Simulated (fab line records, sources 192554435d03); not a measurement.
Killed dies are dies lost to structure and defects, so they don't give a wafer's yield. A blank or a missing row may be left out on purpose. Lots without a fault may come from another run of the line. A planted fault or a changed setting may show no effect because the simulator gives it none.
fab line records | flow n5_finfet
record lots=7 wafers=19 last_day=19
route steps=1938 shown BEOL_M11@1578 PASSIVATION@1936
lots that met no fault: from a run of the same line without faults
start_h: hours from the record's first day to the start of the lot's first wafer shown | wait_h: hours since the lot's step before | " the same as in the row above | L1.1+2: a row that stands for several wafers | - no value, or no start given | * or withheld: withheld | < > ~ a bound
route shown NAME@n: a module of which the file shows steps, and the number in the route of the first | usual: mean/standard deviation of fault-free wafers | same: alike in all rows | chamber/n: place in a boat | sites: the reading at each site | _std_site: their standard deviation | _edge_site: outer sites' mean less inner sites' | radius_mm: how far each site lies from the wafer's centre | mask NAME#n: copy n | behind: the tool/chamber that last shaped the wafer | hold: why the lot was held/for how many hours/how that ended | device: the transistor (n, p or np) that didn't switch | end of line: the same wafers' tests at the end of the route | a step without rows: its recipe alone | killed: dies lost to structure and defects at the first sort, not the wafer's yield | map: a wafer's dies, x killed, . not, _ none there
set.NAME: the setting as run; set.NAME@STEP: as run at that earlier step | model.NAME: the simulator's own value behind a step, which no gauge read
lots at some steps of the route; a table a step, a row a wafer
services: from which hour (start_h, from the record's first day; less than 0 if before it) a tool's chamber was out of use, for how many hours, and why
## steps
# step N5_BEOL_M11_TRENCH_ETCH_37
# recipe chemistry=C4F6/O2 target_depth_a=1488.3 target=SiCOH_lowk time_s=48 ion_energy_ev=250 pressure_mtorr=30 source_w=345 bias_w=185 Ar_flow_sccm=300 C4F6_flow_sccm=10 O2_flow_sccm=10
# step N5_BEOL_M11_ETCH_41
# recipe chemistry=CH3F/O2 target=SiCN target_depth_a=426 taper_deg=2 time_s=86 ion_energy_ev=120 mask_material=TiN pressure_mtorr=30 source_w=395 bias_w=75 Ar_flow_sccm=150 CH3F_flow_sccm=30 O2_flow_sccm=20
# usual drypump_motor_current_A=5.9/0.48 oes_product_au=0.75/0.076 rf_vpp_V=297.1/1.5 showerhead_plenum_p_Torr=2.00/0.069 throttle_valve_pct=16.4/0.31
# columns lot.wafer tool chamber start_h wait_h drypump_motor_current_A oes_product_au rf_hours_counter_h rf_vpp_V showerhead_plenum_p_Torr throttle_valve_pct
L267.1 rie_diel-01 0 - - 6.2 0.88 23 296.3 1.96 15.9
L267.2 " 3 " " 6.2 0.74 193 296.7 2.07 16.2
L267.4 " 2 " " 5.7 0.73 189 298.6 2.08 16.6
L278.1 rie_diel-03 2 - - 4.7 0.71 195 298.3 2.07 16.8
L278.5 " 0 " " 5.0 0.69 - 296.6 2.00 16.8
L279.2 rie_diel-01 3 - - 6.2 0.73 217 297.8 2.06 16.2
L279.4 " 1 " " 6.2 0.68 238 294.2 1.89 16.6
L279.6 " 1 " " 6.2 0.68 - 294.3 1.89 16.6
L282.5 rie_diel-01 1 - - 6.3 0.68 - 295.1 1.89 16.6
L282.6 " 0 " " 6.2 0.84 - 296.1 1.95 15.9
L286.2 rie_diel-04 0 - - 5.9 0.94 13 298.2 2.06 15.9
L286.4 " 3 " " 5.9 0.69 234 296.9 1.98 16.6
L286.6 " 0 " " 5.9 0.94 - 298.5 2.06 15.8
L287.3 rie_diel-03 0 - - 5.0 0.68 219 297.8 1.99 16.8
L287.4 " 0 " " 5.0 0.69 - 296.6 1.99 16.8
L287.6 " 3 " " 6.4 0.78 - 294.4 1.92 16.3
L289.2 rie_diel-04 3 - - 6.0 0.68 242 295.2 1.97 16.7
L289.5 " 1 " " 6.1 0.72 - 294.6 1.90 16.7
L289.6 " 0 " " 5.9 0.91 - 297.8 2.06 15.9
# step N5_BEOL_M11_STRIP_77
# recipe chemistry=N2/H2 time_s=10 power_w=450 temp_c=40 pressure_mtorr=20 rf_frequency_hz=6e+07 bias_power_w=7 n2_flow_sccm=200 h2_flow_sccm=200
# usual drypump_motor_current_A=5.9/0.48 oes_product_au=0.75/0.077 rf_vpp_V=59.2/0.85 showerhead_plenum_p_Torr=2.54/0.082 throttle_valve_pct=23.7/0.42
# columns lot.wafer tool chamber start_h wait_h drypump_motor_current_A oes_product_au rf_hours_counter_h rf_vpp_V showerhead_plenum_p_Torr throttle_valve_pct
L267.1 rie_diel-01 0 - - 6.1 0.90 23 59.3 2.50 23.0
L267.2 " 3 " " 6.2 0.73 193 58.7 2.64 23.7
L267.4 " 2 " " 5.7 0.74 189 58.8 2.62 23.8
L278.1 rie_diel-03 2 - - 4.7 0.73 195 57.8 2.62 24.0
L278.5 " 0 " " 5.0 0.69 - 56.9 2.53 24.2
L279.2 rie_diel-01 3 - - 6.2 0.72 217 58.4 2.63 23.7
L279.4 " 1 " " 6.2 0.69 238 58.5 2.42 24.1
L279.6 " 1 " " 6.2 0.68 - 59.3 2.42 24.1
L282.5 rie_diel-01 1 - - 6.2 0.68 - 59.0 2.42 24.1
L282.6 " 0 " " 6.1 0.86 - 58.9 2.49 23.1
L286.2 rie_diel-04 0 - - 5.9 0.94 13 58.5 2.60 22.9
L286.4 " 3 " " 5.9 0.69 234 60.2 2.51 23.9
L286.6 " 0 " " 5.9 0.96 - 59.1 2.60 22.9
L287.3 rie_diel-03 0 - - 5.0 0.68 219 60.0 2.53 24.3
L287.4 " 0 " " 5.0 0.67 - 59.8 2.53 24.2
L287.6 " 3 " " 6.4 0.76 - 59.2 2.44 23.5
L289.2 rie_diel-04 3 - - 6.0 0.69 242 59.5 2.51 23.9
L289.5 " 1 " " 6.2 0.72 - 59.4 2.43 24.5
L289.6 " 0 " " 5.9 0.93 - 58.9 2.60 22.9
# step N5_BEOL_M11_OCD_MEAS_38
# usual trench_depth_nm=148/3.2
# columns lot.wafer tool chamber start_h wait_h trench_depth_nm
L267.1 ocd-02 - 262.68 - 150
L267.2 " - " " 154
L267.4 " - " " 144
L278.1 ocd-01 - 335.34 - 143
L278.5 " - " " 146
L279.2 ocd-01 - 341.76 - 151
L279.4 " - " " 147
L279.6 " - " " 148
L282.5 ocd-01 - 344.32 - 151
L282.6 " - " " 151
L286.2 ocd-02 - 384.24 - 154
L286.4 " - " " 148
L286.6 " - " " 154
L287.3 ocd-02 - 394.27 - 147
L287.4 " - " " 146
L287.6 " - " " 152
L289.2 ocd-01 - 413.22 - 148
L289.5 " - " " 147
L289.6 " - " " 152
# step N5_BEOL_M11_HM_STRIP_39
# recipe chemistry=peroxide_tin_strip material=TiN target_depth_a=250 temp_c=50 time_s=158
# step N5_BEOL_M11_SRD_40
# recipe time_s=30 temp_c=23 rinse_liquid=diw dry=ipa_marangoni
# step N5_BEOL_M11_PRECLEAN_42
# recipe chemistry=residue_remover time_s=60 temp_c=40
# step N5_BEOL_M11_SRD_43
# recipe time_s=30 temp_c=23 rinse_liquid=diw dry=ipa_marangoni
# step N5_BEOL_M11_CD_MEAS_35
# recipe target_cd_nm=70 polarity=opening
# usual cd_nm=69.9/0.6
# columns lot.wafer tool chamber start_h wait_h cd_nm
L267.1 cd_sem-02 - 262.84 0.0 69.7
L267.2 " - " " 70.0
L267.4 " - " " 69.7
L278.1 cd_sem-01 - 335.50 0.0 70.2
L278.5 " - " " 70.4
L279.2 cd_sem-01 - 341.92 0.0 69.6
L279.4 " - " " 70.0
L279.6 " - " " 69.9
L282.5 cd_sem-02 - 344.48 0.0 70.8
L282.6 " - " " 69.3
L286.2 cd_sem-02 - 384.39 0.0 69.7
L286.4 " - " " 70.4
L286.6 " - " " 70.3
L287.3 cd_sem-03 - 394.43 0.0 68.7
L287.4 " - " " 69.3
L287.6 " - " " 69.4
L289.2 cd_sem-02 - 413.38 0.0 70.1
L289.5 " - " " 70.4
L289.6 " - " " 70.3
# step N5_BEOL_M11_CURE_72
# recipe temp_c=370 time_s=120 ambient=DMADMS/He material=SiCOH_lowk
# usual lamp_power_pct=52.31/0.056 wafer_temp_C_max=371.7/0.66
# columns lot.wafer tool chamber start_h wait_h lamp_power_pct wafer_temp_C_max
L267.1 uv_cure-03 0 263.00 0.2 52.36 371.7
L267.2 " 0 " " 52.27 371.2
L267.4 " 0 " " 52.33 371.5
L278.1 uv_cure-03 1 335.54 0.0 52.22 371.6
L278.5 " 1 " " 52.23 371.4
L279.2 uv_cure-03 0 342.01 0.1 52.32 371.8
L279.4 " 0 " " 52.28 371.2
L279.6 " 0 " " 52.36 371.6
L282.5 uv_cure-01 1 345.31 0.8 52.36 372.7
L282.6 " 1 " " 52.21 372.5
L286.2 uv_cure-02 0 384.48 0.1 52.34 371.5
L286.4 " 0 " " 52.25 372.1
L286.6 " 0 " " 52.23 371.5
L287.3 uv_cure-01 0 394.79 0.4 52.29 372.5
L287.4 " 0 " " 52.26 372.2
L287.6 " 0 " " 52.40 372.1
L289.2 uv_cure-02 1 413.47 0.1 52.30 371.0
L289.5 " 1 " " 52.33 371.1
L289.6 " 1 " " 52.23 371.0
# step N5_BEOL_M11_DEGAS_44
# recipe ambient=vacuum temp_c=250 time_s=60
# usual heater_power_w=344/36
# columns lot.wafer tool chamber start_h wait_h heater_power_w
L267.1 pvd_sputter-01 - 263.66 0.6 378
L267.2 " - " " 323
L267.4 " - " " 366
L278.1 pvd_sputter-03 - 336.12 0.5 311
L278.5 " - " " 347
L279.2 pvd_sputter-01 - 342.35 0.3 318
L279.4 " - " " 362
L279.6 " - " " 371
L282.5 pvd_sputter-03 - 345.77 0.3 320
L282.6 " - " " 344
L286.2 pvd_sputter-01 - 385.32 0.8 388
L286.4 " - " " 364
L286.6 " - " " 319
L287.3 pvd_sputter-02 - 395.05 0.2 411
L287.4 " - " " 292
L287.6 " - " " 288
L289.2 pvd_sputter-03 - 414.66 1.1 331
L289.5 " - " " 309
L289.6 " - " " 330
# step N5_BEOL_M11_PRE_CLEAN_45
# recipe gas=H2/He time_s=30 temp_c=250
# usual heater_power_w=343/36
# columns lot.wafer tool chamber start_h wait_h heater_power_w
L267.1 pvd_sputter-01 - 263.70 0.0 375
L267.2 " - " " 312
L267.4 " - " " 367
L278.1 pvd_sputter-03 - 336.16 0.0 309
L278.5 " - " " 359
L279.2 pvd_sputter-01 - 342.39 0.0 319
L279.4 " - " " 364
L279.6 " - " " 378
L282.5 pvd_sputter-03 - 345.81 0.0 305
L282.6 " - " " 330
L286.2 pvd_sputter-01 - 385.36 0.0 376
L286.4 " - " " 373
L286.6 " - " " 310
L287.3 pvd_sputter-02 - 395.09 0.0 410
L287.4 " - " " 289
L287.6 " - " " 290
L289.2 pvd_sputter-03 - 414.70 0.0 329
L289.5 " - " " 321
L289.6 " - " " 332
# step N5_BEOL_M11_ALD_74
# recipe material=TaN target_thk_a=20 temp_c=275 ald_precursor_family=PDMAT ald_co_reactant=NH3 pressure_torr=3 carrier_flow_sccm=1500 pulse_time_s=2 purge_time_s=3 co_reactant_purge_time_s=2 co_reactant_pulse_time_s=3 ald_cycles=40 precursor_vessel_temp_c=75 precursor_vessel_pressure_torr=26.25 precursor_vessel_carrier_sccm=1000
# usual ald_cycles=40/0 heater_power_w=394/35
# same co_reactant_pulse_time_s=3 pulse_time_s=2
# columns lot.wafer tool chamber start_h wait_h ald_cycles heater_power_w model.TaN_of_BEOL_M11_ALD_74.thk_nm
L267.1 ald_metal-01 3 263.78 0.1 40 411 2
L267.2 " 2 " " 40 423 2
L267.4 " 0 " " 40 385 2
L278.1 ald_metal-01 2 336.25 0.1 40 435 2
L278.5 " 2 " " 29 428 1.4
L279.2 ald_metal-01 2 342.47 0.1 40 425 2
L279.4 " 2 " " 40 424 2
L279.6 " 3 " " 29 411 1.4
L282.5 ald_metal-01 3 345.98 0.2 29 397 1.4
L282.6 " 2 " " 29 428 1.4
L286.2 ald_metal-02 2 385.44 0.1 40 350 2
L286.4 " 1 " " 40 413 2
L286.6 " 0 " " 40 446 2
L287.3 ald_metal-04 1 395.17 0.1 40 394 2
L287.4 " 1 " " 40 396 2
L287.6 " 2 " " 40 390 2
L289.2 ald_metal-04 1 414.92 0.2 40 400 2
L289.5 " 2 " " 40 398 2
L289.6 " 0 " " 40 407 2
# step N5_BEOL_M11_SURFACE_TREAT_76
# recipe gas=Ar time_s=* ion_energy_ev=* ion_current_ma_cm2=0.5 pressure_mtorr=* ar_flow_sccm=30
# step N5_PASSIVATION_PROBE_49
# usual defect_limited_yield=91.6/1.4 killed_at_M0_to_M3=33/10 killed_at_M4_up=13/5.3 killed_at_contacts=13/5.9 killed_at_front_end=36/12 killed_at_other=4/3.1 killed_dies=99/16 killed_open=65/13 killed_short=32/7.3 sort_bin_4_leakage=0/0 sort_bin_5_function=4.9/0.9 sort_bin_6_memory=3.1/0.66 sort_bin_8_speed=0.0/0.42 sort_n_pass=1081/17 sort_yield_pct=91.6/1.4
# same gross_dies=1180 killed_at_back_side=0
# columns lot.wafer tool chamber start_h wait_h defect_limited_yield[%] killed_at_M0_to_M3 killed_at_M4_up killed_at_contacts killed_at_front_end killed_at_other killed_dies killed_open killed_short sort_bin_4_leakage[%] sort_bin_5_function[%] sort_bin_6_memory[%] sort_bin_8_speed[%] sort_n_pass sort_yield_pct[%]
L267.1 prober-01 - 306.04 0.0 89.9 54 14 13 36 2 119 75 41 0 6.0 3.6 0.1 1060 89.8
L267.2 prober-01 - 306.09 0.1 93.5 32 12 6 27 0 77 45 30 0 4.0 2.5 0 1103 93.5
L267.4 prober-01 - 306.19 0.2 92.7 44 6 3 32 1 86 46 38 0 3.6 3.2 0 1094 92.7
L278.1 prober-02 - 379.39 0.0 87.4 52 11 9 72 5 149 106 43 0 7.2 5.0 0.3 1028 87.1
L278.5 prober-02 - 379.59 0.2 88.1 31 16 15 72 6 140 98 31 0 6.3 4.3 0 1040 88.1
L279.2 prober-02 - 385.25 0.1 94.5 24 7 2 30 2 65 44 20 0 2.8 2.3 0 1115 94.5
L279.4 prober-02 - 385.35 0.2 93.3 32 11 5 26 5 79 49 27 0 4.5 1.9 0 1101 93.3
L279.6 prober-02 - 385.45 0.3 92.5 21 7 10 44 7 89 54 32 0.08 4.3 2.6 0 1091 92.5
L282.5 prober-02 - 391.57 0.2 91.4 31 8 19 39 4 101 57 39 0 4.7 3.3 0 1079 91.4
L282.6 prober-02 - 391.62 0.3 92.7 29 9 14 32 2 86 59 26 0 3.6 3.4 0 1094 92.7
L286.2 prober-02 - 428.83 0.1 88.4 33 33 12 56 3 137 91 45 0 6.8 4.3 0 1043 88.4
L286.4 prober-02 - 428.93 0.2 89.6 26 28 9 59 1 123 79 43 0 6.4 3.6 0 1057 89.6
L286.6 prober-02 - 429.03 0.3 91.5 35 15 11 38 1 100 64 35 0 4.7 3.6 0 1080 91.5
L287.3 prober-02 - 439.35 0.1 91.9 29 7 11 47 2 96 62 34 0 5.1 2.6 0 1084 91.9
L287.4 prober-02 - 439.40 0.2 86.4 44 11 16 87 2 160 109 45 0 8.1 4.9 0 1020 86.4
L287.6 prober-02 - 439.50 0.3 90.5 43 7 10 49 3 112 74 37 0 5.8 3.6 0 1068 90.5
L289.2 prober-01 - 459.11 0.1 92.6 34 11 15 22 5 87 59 27 0 3.7 3.3 0 1093 92.6
L289.5 prober-01 - 459.26 0.2 92.8 37 11 9 23 5 85 47 36 0 3.6 3.2 0 1095 92.8
L289.6 prober-01 - 459.31 0.3 92.0 19 8 15 49 3 94 64 30 0 4.9 2.9 0 1086 92.0
# killed by level:class
L267.1 BEOL_M0_SAQP:geometric_particle:short=17 BEOL_M0_SAQP:geometric_particle:open=11 MOL_CONTACT_COAG:geometric_particle:open=10 STI_FIN_REVEAL:geometric_particle:open=9 BEOL_M0:geometric_particle:open=8 BEOL_M2:geometric_particle:open=6 BEOL_M4:geometric_particle:open=6 DUMMY_GATE:geometric_particle:open=5
L267.2 BEOL_M0_SAQP:geometric_particle:short=11 BEOL_M0_SAQP:geometric_particle:open=8 STI_FIN_REVEAL:geometric_particle:open=6 DUMMY_GATE:geometric_particle:open=5 GATE_CUT:geometric_particle:short=4 BEOL_M4:geometric_particle:open=4 MOL_CONTACT_COAG:geometric_particle:open=3 BEOL_M0:geometric_particle:open=3
L267.4 BEOL_M0_SAQP:geometric_particle:open=14 BEOL_M0_SAQP:geometric_particle:short=13 STI_FIN_REVEAL:geometric_particle:open=7 STARTING-WAFER:geometric_particle:short=5 FIN_SAQP:geometric_particle:short=4 BEOL_M0:geometric_particle:short=4 BEOL_M0:geometric_particle:open=4 BEOL_M4:geometric_particle:open=4
L278.1 FIN_SAQP:geometric_particle:open=22 STI_FIN_REVEAL:geometric_particle:open=21 FIN_SAQP:geometric_particle:short=14 BEOL_M2:geometric_particle:open=14 MOL_CONTACT_COAG:geometric_particle:open=9 BEOL_M0_SAQP:geometric_particle:short=7 BEOL_M1:geometric_particle:open=7 BEOL_M3:geometric_particle:open=7
L278.5 FIN_SAQP:geometric_particle:open=23 STI_FIN_REVEAL:geometric_particle:open=19 MOL_CONTACT_COAG:geometric_particle:open=10 BEOL_M2:geometric_particle:open=9 HKMG_FIN:area_etch=9 FIN_SAQP:geometric_particle:short=8 BEOL_M3:geometric_particle:open=7 DUMMY_GATE:geometric_particle:open=6
L279.2 FIN_SAQP:geometric_particle:short=7 BEOL_M0_SAQP:geometric_particle:short=6 FIN_SAQP:geometric_particle:open=5 STI_FIN_REVEAL:geometric_particle:open=5 DUMMY_GATE:geometric_particle:open=5 BEOL_M0_SAQP:geometric_particle:open=5 BEOL_M2:geometric_particle:open=4 BEOL_M3:geometric_particle:open=4
L279.4 BEOL_M4:geometric_particle:open=10 FIN_SAQP:geometric_particle:short=9 BEOL_M2:geometric_particle:open=7 BEOL_M3:geometric_particle:open=7 BEOL_M0_SAQP:geometric_particle:open=6 FIN_SAQP:geometric_particle:open=5 BEOL_M3:geometric_particle:short=4 DUMMY_GATE:geometric_particle:open=3
L279.6 STI_FIN_REVEAL:geometric_particle:open=9 FIN_SAQP:geometric_particle:open=8 GATE_CUT:geometric_particle:short=6 MOL_CONTACT_COAG:geometric_particle:open=6 BEOL_M0_SAQP:geometric_particle:short=6 FIN_SAQP:geometric_particle:short=5 GATE_CUT:geometric_particle:open=5 BEOL_M0_SAQP:geometric_particle:open=4
L282.5 MOL_CONTACT_COAG:geometric_particle:open=13 STI_FIN_REVEAL:geometric_particle:open=11 BEOL_M1:geometric_particle:open=9 BEOL_M0_SAQP:geometric_particle:short=7 FIN_SAQP:geometric_particle:short=6 MOL_CONTACT_COAG:geometric_particle:short=6 BEOL_M0_SAQP:geometric_particle:open=6 BEOL_M3:geometric_particle:short=5
L282.6 MOL_CONTACT_COAG:geometric_particle:open=11 FIN_SAQP:geometric_particle:open=9 BEOL_M0_SAQP:geometric_particle:open=9 BEOL_M3:geometric_particle:open=8 STI_FIN_REVEAL:geometric_particle:open=7 BEOL_M0_SAQP:geometric_particle:short=6 BEOL_M5:geometric_particle:open=4 STI_FIN_REVEAL:geometric_particle:short=3
L286.2 BEOL_M4:geometric_particle:open=22 STI_FIN_REVEAL:geometric_particle:open=11 MOL_CONTACT_COAG:geometric_particle:open=11 BEOL_M2:geometric_particle:open=9 ILD0:geometric_particle:open=7 BEOL_M3:geometric_particle:short=7 FIN_SAQP:geometric_particle:open=6 DUMMY_GATE:geometric_particle:open=6
L286.4 BEOL_M3:geometric_particle:open=14 BEOL_M4:geometric_particle:open=11 FIN_SAQP:geometric_particle:short=9 DUMMY_GATE:geometric_particle:open=8 MOL_CONTACT_COAG:geometric_particle:open=8 FIN_SAQP:geometric_particle:open=7 ILD0:geometric_particle:open=7 STARTING-WAFER:geometric_particle:short=6
L286.6 BEOL_M4:geometric_particle:open=10 BEOL_M2:geometric_particle:open=9 FIN_SAQP:geometric_particle:short=8 MOL_CONTACT_COAG:geometric_particle:open=8 BEOL_M0_SAQP:geometric_particle:open=8 DUMMY_GATE:geometric_particle:open=7 BEOL_M0_SAQP:geometric_particle:short=7 STI_FIN_REVEAL:geometric_particle:open=4
L287.3 STI_FIN_REVEAL:geometric_particle:open=24 BEOL_M0_SAQP:geometric_particle:short=13 MOL_CONTACT_COAG:geometric_particle:open=11 FIN_SAQP:geometric_particle:short=7 FIN_SAQP:geometric_particle:open=4 STI_FIN_REVEAL:geometric_particle:short=4 BEOL_M0_SAQP:geometric_particle:open=4 BEOL_M0:geometric_particle:open=4
L287.4 STI_FIN_REVEAL:geometric_particle:open=35 FIN_SAQP:geometric_particle:short=11 MOL_CONTACT_COAG:geometric_particle:open=11 FIN_SAQP:geometric_particle:open=10 BEOL_M0_SAQP:geometric_particle:short=9 BEOL_M3:geometric_particle:open=8 BEOL_M0_SAQP:geometric_particle:open=8 BEOL_M5:geometric_particle:open=5
L287.6 STI_FIN_REVEAL:geometric_particle:open=17 BEOL_M0_SAQP:geometric_particle:short=13 FIN_SAQP:geometric_particle:open=12 BEOL_M0_SAQP:geometric_particle:open=12 FIN_SAQP:geometric_particle:short=10 MOL_CONTACT_COAG:geometric_particle:open=9 BEOL_M3:geometric_particle:open=7 BEOL_M1:geometric_particle:open=4
L289.2 BEOL_M0_SAQP:geometric_particle:open=11 BEOL_M3:geometric_particle:open=11 MOL_CONTACT_COAG:geometric_particle:open=8 STI_FIN_REVEAL:geometric_particle:open=6 MOL_CONTACT_COAG:geometric_particle:short=6 STARTING-WAFER:geometric_particle:short=5 FIN_SAQP:geometric_particle:short=4 BEOL_M1:geometric_particle:open=4
L289.5 BEOL_M0_SAQP:geometric_particle:short=11 MOL_CONTACT_COAG:geometric_particle:open=9 BEOL_M1:geometric_particle:short=7 BEOL_M0_SAQP:geometric_particle:open=6 BEOL_M3:geometric_particle:open=6 STI_FIN_REVEAL:geometric_particle:open=4 GATE_CUT:geometric_particle:short=4 BEOL_M2:geometric_particle:open=4
L289.6 STI_FIN_REVEAL:geometric_particle:open=20 MOL_CONTACT_COAG:geometric_particle:open=9 FIN_SAQP:geometric_particle:short=8 BEOL_M2:geometric_particle:open=7 MOL_CONTACT_COAG:geometric_particle:short=6 BEOL_M3:geometric_particle:open=5 STARTING-WAFER:geometric_particle:open=4 FIN_SAQP:geometric_particle:open=3
## services
# columns tool chamber start_h hours kind
ald_metal-01 3 243.53 3.2 repair
uv_cure-02 - 260.18 6.9 repair
rie_diel-01 3 288.09 4.2 repair
ald_metal-04 - 310.95 8.7 pm
ald_metal-01 1 314.91 2.5 repair
ald_metal-01 1 327.97 27.9 repair
uv_cure-01 - 329.99 7.1 pm
ald_metal-04 - 337.25 14.0 pm
uv_cure-03 - 352.18 1.0 pm
uv_cure-02 - 355.46 7.5 pm
rie_diel-04 1 360.52 12.7 repair
uv_cure-01 - 363.33 5.0 pm
uv_cure-01 - 368.33 7.5 pm
rie_diel-01 0 369.92 15.6 repair
uv_cure-02 - 382.18 0.8 repair
ald_metal-01 0 384.30 12.8 repair
ald_metal-04 3 385.79 31.6 repair
rie_diel-01 3 388.99 2.6 repair
uv_cure-02 - 396.25 1.0 pm
pvd_sputter-02 - 398.94 1.0 repair
rie_diel-01 2 401.92 6.6 repair
rie_diel-01 3 404.40 2.4 repair
rie_diel-01 1 411.12 6.8 repair
ald_metal-01 - 413.74 2.8 pm
## key
first_sign step=N5_BEOL_M11_ALD_74 reading=ald_cycles direction=down sigmas=99+ usual=* struck=*
effect none on later readings
model_effect step=N5_BEOL_M11_ALD_74 value=TaN_of_BEOL_M11_ALD_74.thk_nm without=2 struck=1.4
met_at N5_BEOL_M11_ALD_74
struck_wafers L278.5,L279.6,L282.5,L282.6
onset_between 263.78 336.25
fault kind=process_parameter_drift tool=ald_metal-01 chamber=- onset_h=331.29 steps=N5_BEOL_M11_ALD_74 channel=ald_cycles offset=* shape=step end_h=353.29 scope=struck_wafers_only acts_in=* stated=*
